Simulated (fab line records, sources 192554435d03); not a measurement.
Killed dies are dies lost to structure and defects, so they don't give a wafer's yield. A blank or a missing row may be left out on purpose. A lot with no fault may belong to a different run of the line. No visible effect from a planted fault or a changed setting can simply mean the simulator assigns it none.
Split-lot experiment | flow n5_finfet | 39 wafers read from 7 lots, route of 1938 steps

== ON THE SPLIT ==
At N5_FIN_SAQP_ETCH_52 (etches SOC in N2/H2, target depth 100 nm, overetch 20 nm, time 150 s), the setting source_w was moved away from the recipe's 840 W on 9 of the 39 wafers read, by -16.9% to +7.1%. All remaining wafers had this setting at the recipe value.

The reading comes from the split's own step.

== THE READING ==
rf_vpp_V, in V, at N5_FIN_SAQP_ETCH_52 (etches SOC in N2/H2, target depth 100 nm, overetch 20 nm, time 150 s). On this fab line, fault-free wafers typically give 524.2 V with a standard deviation of 2.9 V.

wafer  | tool, chamber at the split | source_w as run, W | against the recipe | rf_vpp_V, V | against lot-mates on the recipe
L075.3 | rie_diel-05, 2             | 840                | recipe             | 526.0       | -
L075.4 | rie_diel-05, 1             | 840                | recipe             | 523.6       | -
L075.6 | rie_diel-05, 2             | 840                | recipe             | 527.0       | -
L076.1 | rie_diel-01, 0             | 743.5              | -11.5%             | 549.2       | +27.5
L076.2 | rie_diel-01, 1             | 743.5              | -11.5%             | 546.8       | +25.1
L076.3 | rie_diel-01, 3             | 840                | recipe             | 520.4       | -
L076.4 | rie_diel-01, 0             | 840                | recipe             | 526.8       | -
L076.5 | rie_diel-01, 3             | 840                | recipe             | 517.9       | -
L076.6 | rie_diel-01, 1             | 743.5              | -11.5%             | 548.6       | +26.9
L078.1 | rie_diel-01, 2             | 840                | recipe             | 525.7       | -
L078.2 | rie_diel-01, 0             | 840                | recipe             | 528.1       | -
L078.3 | rie_diel-01, 3             | 840                | recipe             | 519.8       | -
L078.4 | rie_diel-01, 1             | 840                | recipe             | 526.8       | -
L078.5 | rie_diel-01, 0             | 840                | recipe             | 530.2       | -
L078.6 | rie_diel-01, 3             | 840                | recipe             | 521.3       | -
L080.1 | rie_diel-01, 3             | 840                | recipe             | 520.9       | -
L080.2 | rie_diel-01, 0             | 899.8              | +7.1%              | 516.8       | -6.1
L080.3 | rie_diel-01, 2             | 899.8              | +7.1%              | 512.9       | -10.0
L080.4 | rie_diel-01, 1             | 899.8              | +7.1%              | 513.8       | -9.1
L080.5 | rie_diel-01, 3             | 840                | recipe             | 520.7       | -
L080.6 | rie_diel-01, 0             | 840                | recipe             | 527.2       | -
L084.1 | rie_diel-05, 3             | 698.3              | -16.9%             | 553.2       | +28.3
L084.2 | rie_diel-05, 2             | 840                | recipe             | 527.8       | -
L084.3 | rie_diel-05, 1             | 698.3              | -16.9%             | 556.1       | +31.2
L084.4 | rie_diel-05, 0             | 840                | recipe             | 520.0       | -
L084.5 | rie_diel-05, 1             | 698.3              | -16.9%             | 556.3       | +31.4
L084.6 | rie_diel-05, 2             | 840                | recipe             | 526.8       | -
L090.1 | rie_diel-05, 2             | 840                | recipe             | 527.4       | -
L090.2 | rie_diel-05, 1             | 840                | recipe             | 522.0       | -
L090.3 | rie_diel-05, 0             | 840                | recipe             | 520.1       | -
L090.4 | rie_diel-05, 3             | 840                | recipe             | 519.9       | -
L090.5 | rie_diel-05, 2             | 840                | recipe             | 525.9       | -
L090.6 | rie_diel-05, 1             | 840                | recipe             | 522.9       | -
L093.1 | rie_diel-01, 2             | 840                | recipe             | 525.5       | -
L093.2 | rie_diel-01, 0             | 840                | recipe             | 526.2       | -
L093.3 | rie_diel-01, 1             | 840                | recipe             | 524.9       | -
L093.4 | rie_diel-01, 0             | 840                | recipe             | 527.2       | -
L093.5 | rie_diel-01, 1             | 840                | recipe             | 523.9       | -
L093.6 | rie_diel-01, 2             | 840                | recipe             | 525.1       | -

THE FIT
A straight line over all 39 wafers: rf_vpp_V changes by -1.83 V for each +1% of source_w; r = -0.96; the points scatter about the line by 3.1 V.
The same after taking each lot's own level away (the mean of its wafers on the recipe; 39 wafers): -1.84 V for each +1%; r = -0.96; scatter 3.3 V.
That fit puts the effect of the largest move of source_w on the reading at 31 V.
From 521.70 to 525.53 V: that is the span of the lots' own levels, equal to 1.3 times the standard deviation above.
Hence the lot-to-lot level has little effect on the slope; both slopes agree.
Check: for one of the wafers moved furthest among these (-16.9%), held out of the fit, the line's prediction against its lot-mates is +32.7 V. It came out at +28.3 V against them.
Tool readings at the split's step, against how far the setting was moved: rf_vpp_V r = -0.96.

== FILE'S OWN FIT ==
rf_vpp_V changes by -1.87 V for each +1% of source_w, r = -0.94.
